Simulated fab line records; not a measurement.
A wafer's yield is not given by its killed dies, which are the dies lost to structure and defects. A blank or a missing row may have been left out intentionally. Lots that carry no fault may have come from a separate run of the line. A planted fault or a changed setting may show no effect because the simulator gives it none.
Matching of chambers | flow n5_finfet | rie_diel-06 running N5_BEOL_M14_DESCUM_33: 4 sister chambers
The step chemistry O2, time 7.9 s. 8 wafers are shown with their chamber, then 8 later ones without.

== WAFERS, EACH WITH ITS CHAMBER ==
wafer  | chamber | showerhead_plenum_p_Torr (Torr) | oes_product_au (a.u.)
L077.2 | 0       | 2.20                            | 0.81
L077.5 | 2       | 2.06                            | 0.68
L078.4 | 0       | 2.20                            | 0.82
L079.4 | 1       | 2.22                            | 0.82
L081.2 | 3       | 2.15                            | 0.90
L081.3 | 2       | 2.06                            | 0.69
L081.4 | 1       | 2.21                            | 0.81
L088.1 | 3       | 2.14                            | 0.85

== WAFERS MISSING THEIR CHAMBER ==
wafer  | showerhead_plenum_p_Torr (Torr) | oes_product_au (a.u.)
L088.4 | 2.19                            | 0.78
L088.6 | 2.14                            | 0.86
L093.1 | 2.21                            | 0.79
L093.3 | 2.14                            | 0.86
L093.4 | 2.19                            | 0.77
L091.2 | 2.14                            | 0.85
L091.5 | 2.14                            | 0.85
L091.6 | 2.06                            | 0.92

== WHICH CHAMBER EACH ONE RAN IN ==
wafer  | from the rows above     | in truth
L088.4 | 0                       | 0
L088.6 | 3                       | 3
L093.1 | can't be placed: 1 or 0 | 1
L093.3 | 3                       | 3
L093.4 | 0                       | 0
L091.2 | 3                       | 3
L091.5 | 3                       | 3
L091.6 | 2                       | 2
Correct placement for 7 of the 8. From these rows, 1 cannot be placed; in 1 the true chamber is one of the candidates. 0 placed wrongly.
How it was worked out, from the rows above alone: a wafer's distance from a chamber is the root of the sum, over the readings, of the square of ((its reading less the chamber's mean) divided by the reading's scatter). If the next closest chamber is less than 2 further off than the closest, the wafer can't be placed; otherwise it belongs to the closest. The mean given for a chamber averages the wafers shown for that chamber. The scatter: take each reading less its chamber's mean, square it, sum over the shown wafers, divide by the number of wafers less the number of chambers, and take the root.
